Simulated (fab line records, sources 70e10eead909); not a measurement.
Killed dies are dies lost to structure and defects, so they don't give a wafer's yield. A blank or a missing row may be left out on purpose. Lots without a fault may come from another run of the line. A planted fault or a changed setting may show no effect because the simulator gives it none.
One fault seen from 2 desks | flow nand_harc | each desk has only its own numbers; what lay behind them comes last

THE TOOL OWNER'S DESK: rie_diel-12
The tool's own readings at NHARC_A_M0_ETCH_15 (etches the open film in C4F8/Ar, target depth 150 nm, overetch 15 nm, time 82.5 s): means of the sampled wafers that have a number, for each lot that ran on this tool. A lot is out of limits, marked OUT, if its mean lies more than 4 standard deviations from the usual mean; the brackets give that distance.
Columns: A = oes_product_au at NHARC_A_M0_ETCH_15, usual 0.955 a.u.; B = rf_vpp_V at NHARC_A_M0_ETCH_15, usual 441 V
lot  | first seen here | A     | B
L432 | day 23 03:45    | 0.943 | 441
L434 | day 23 19:11    | 0.925 | 442
L436 | day 23 19:49    | 0.929 | 445
L438 | day 26 07:56    | 0.923 | 439
L441 | day 26 08:38    | 0.966 | 440
L440 | day 26 15:54    | 0.925 | 441
L443 | day 27 12:38    | 0.974 | 441
L450 | day 29 22:18    | 0.959 | 442
This desk's finding: nothing out of limits on any of the 8 lots.

THE DEFECT DESK
What the inspections along the route counted, lot by lot: means of the sampled wafers that have a number. A lot is out of limits, marked OUT, if its mean lies more than 4 standard deviations from the usual mean; the brackets give that distance.
Columns: A = raw_defect_count at NHARC_A_BLC_INSPECT_28, usual 502
lot  | first seen here | A
L432 | day 23 02:20    | 448
L434 | day 23 17:55    | 552
L436 | day 23 18:40    | 381
L435 | day 24 10:13    | 341
L438 | day 26 06:40    | 461
L441 | day 26 07:22    | 618
L440 | day 26 14:37    | 659
L443 | day 27 11:23    | 767
L449 | day 28 17:37    | 501
L450 | day 29 21:01    | 409
L451 | day 30 04:17    | 404
L452 | day 30 21:14    | 438
L454 | day 31 08:54    | 553
This desk's finding: nothing out of limits on any of the 13 lots.

PUT TOGETHER
The tool owner's desk saw nothing out of limits.
The defect desk saw nothing out of limits.

WHAT THE SIMULATOR HAD PUT IN
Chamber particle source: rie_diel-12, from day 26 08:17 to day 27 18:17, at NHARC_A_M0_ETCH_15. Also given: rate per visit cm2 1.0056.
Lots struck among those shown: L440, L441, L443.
